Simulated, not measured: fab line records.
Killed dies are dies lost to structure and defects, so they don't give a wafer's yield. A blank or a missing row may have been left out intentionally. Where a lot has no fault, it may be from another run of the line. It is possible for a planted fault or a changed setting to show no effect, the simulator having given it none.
Tool commonality check :: flow n5_finfet :: Lots sampled 9, wafers sampled 27

## REASON IT WAS OPENED
On 2 of the 9 lots, a flag is raised at N5_SD_EPI_P_EPI_MEAS_23 on the reading thk_nm. No-fault wafers: 61.1 nm, standard deviation 1.2.
Rule: a lot is flagged in two cases, either no wafer of it has a number, or all its wafers with numbers fall more than 4 standard deviations from that mean. The rest of the lots are taken to be sound.

lot: L121
measured: day 4 03:05
on: film_metro-02
thk_nm (nm), wafer by wafer: 59.9 61.0 62.3
flag: 

lot: L124
measured: day 4 23:03
on: film_metro-01
thk_nm (nm), wafer by wafer: 59.4 61.1 61.4
flag: 

lot: L129
measured: day 6 14:05
on: film_metro-02
thk_nm (nm), wafer by wafer: 49.3 49.0 48.8
flag: FLAGGED

lot: L132
measured: day 6 22:30
on: film_metro-02
thk_nm (nm), wafer by wafer: 50.8 48.6 50.3
flag: FLAGGED

lot: L134
measured: day 7 09:10
on: film_metro-02
thk_nm (nm), wafer by wafer: 61.0 61.3 61.9
flag: 

lot: L135
measured: day 7 15:40
on: film_metro-02
thk_nm (nm), wafer by wafer: 60.2 61.2 61.6
flag: 

lot: L138
measured: day 8 10:06
on: film_metro-02
thk_nm (nm), wafer by wafer: 61.7 60.2 61.3
flag: 

lot: L139
measured: day 8 16:12
on: film_metro-02
thk_nm (nm), wafer by wafer: 60.1 61.0 60.4
flag: 

lot: L140
measured: day 8 21:29
on: film_metro-02
thk_nm (nm), wafer by wafer: 61.0 60.6 61.3
flag: 
Average over the flagged lots: 49.5 nm; offset from the usual -11.6 nm, equal to -10 standard deviations.

## WHICH TOOL EACH LOT WENT THROUGH
The record holds 2 process steps before the reading, out of a route of 1938 steps. Cell contents, in order: the tool; ch with the chambers the sampled wafers went through; the start.
lot: L121
flag: 
N5_SD_EPI_N_LINER_46: ald_sin-02 ch 0,1,3, day 3 21:31
N5_SD_EPI_P_EPI_21: epi_rpcvd-01 ch 0, day 4 00:10

lot: L124
flag: 
N5_SD_EPI_N_LINER_46: ald_sin-03 ch 1,3, day 4 18:16
N5_SD_EPI_P_EPI_21: epi_rpcvd-03 ch 0, day 4 21:34

lot: L129
flag: FLAGGED
N5_SD_EPI_N_LINER_46: ald_sin-03 ch 1,2,3, day 6 03:50
N5_SD_EPI_P_EPI_21: epi_rpcvd-01 ch 0, day 6 09:30

lot: L132
flag: FLAGGED
N5_SD_EPI_N_LINER_46: ald_sin-02 ch 2,3, day 6 18:02
N5_SD_EPI_P_EPI_21: epi_rpcvd-01 ch 0, day 6 20:40

lot: L134
flag: 
N5_SD_EPI_N_LINER_46: ald_sin-03 ch 1,2,3, day 7 04:53
N5_SD_EPI_P_EPI_21: epi_rpcvd-02 ch 0, day 7 06:59

lot: L135
flag: 
N5_SD_EPI_N_LINER_46: ald_sin-02 ch 1,3, day 7 11:21
N5_SD_EPI_P_EPI_21: epi_rpcvd-02 ch 0, day 7 13:50

lot: L138
flag: 
N5_SD_EPI_N_LINER_46: ald_sin-03 ch 1,2, day 8 05:49
N5_SD_EPI_P_EPI_21: epi_rpcvd-02 ch 0, day 8 08:37

lot: L139
flag: 
N5_SD_EPI_N_LINER_46: ald_sin-02 ch 0,1,2, day 8 10:50
N5_SD_EPI_P_EPI_21: epi_rpcvd-02 ch 0, day 8 14:43

lot: L140
flag: 
N5_SD_EPI_N_LINER_46: ald_sin-01 ch 0,1,3, day 8 16:22
N5_SD_EPI_P_EPI_21: epi_rpcvd-03 ch 0, day 8 19:03
What the steps here do:
- N5_SD_EPI_N_LINER_46: material SiNx, target thk 3 nm.
- N5_SD_EPI_P_EPI_21: deposits SiGe:B, time 355 s.
- N5_SD_EPI_P_EPI_MEAS_23

## FLAGGED OVER TOTAL, TOOL BY TOOL (the gauges that took the reading come last)
step: N5_SD_EPI_N_LINER_46
tool: ald_sin-01
lots run: 1
flagged: 0
share of the flagged lots: none
sound lots run after its first flagged lot: -

step: N5_SD_EPI_N_LINER_46
tool: ald_sin-02
lots run: 4
flagged: 1
share of the flagged lots: some
sound lots run after its first flagged lot: 2 (L135,L139)

step: N5_SD_EPI_N_LINER_46
tool: ald_sin-03
lots run: 4
flagged: 1
share of the flagged lots: some
sound lots run after its first flagged lot: 2 (L134,L138)

step: N5_SD_EPI_P_EPI_21
tool: epi_rpcvd-01
lots run: 3
flagged: 2
share of the flagged lots: all
sound lots run after its first flagged lot: 0

step: N5_SD_EPI_P_EPI_21
tool: epi_rpcvd-02
lots run: 4
flagged: 0
share of the flagged lots: none
sound lots run after its first flagged lot: -

step: N5_SD_EPI_P_EPI_21
tool: epi_rpcvd-03
lots run: 2
flagged: 0
share of the flagged lots: none
sound lots run after its first flagged lot: -

step: N5_SD_EPI_P_EPI_MEAS_23
tool: film_metro-01
lots run: 1
flagged: 0
share of the flagged lots: none
sound lots run after its first flagged lot: -

step: N5_SD_EPI_P_EPI_MEAS_23
tool: film_metro-02
lots run: 8
flagged: 2
share of the flagged lots: all
sound lots run after its first flagged lot: 5 (L134,L135,L138,L139,L140)

## THE TABLE: WHAT IT ALLOWS
epi_rpcvd-01 at N5_SD_EPI_P_EPI_21 and film_metro-02 at N5_SD_EPI_P_EPI_MEAS_23 are the 2 rows of the table that ran each flagged lot.
- epi_rpcvd-01 at N5_SD_EPI_P_EPI_21 ran 3 lots, 2 of them flagged. A fault beginning between L121 (day 4 00:10), its last sound lot, and L129 (day 6 09:30), its first flagged one, fits the data.
- film_metro-02 at N5_SD_EPI_P_EPI_MEAS_23 ran 8 lots, 2 of them flagged. Sound lots followed the first flagged one (L134, L135, L138, L139, L140) on it, something a lasting fault affecting the whole tool could not allow.
What remains is a single tool, epi_rpcvd-01 at N5_SD_EPI_P_EPI_21.

## WHAT THE SIMULATOR HAD PUT IN
Site profile drift: epi_rpcvd-01, from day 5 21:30 on, at N5_SD_EPI_P_EPI_21. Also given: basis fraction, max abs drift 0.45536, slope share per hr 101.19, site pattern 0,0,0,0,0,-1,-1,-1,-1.
Shown lots that were struck: L129, L132. The same result came from the rule above.
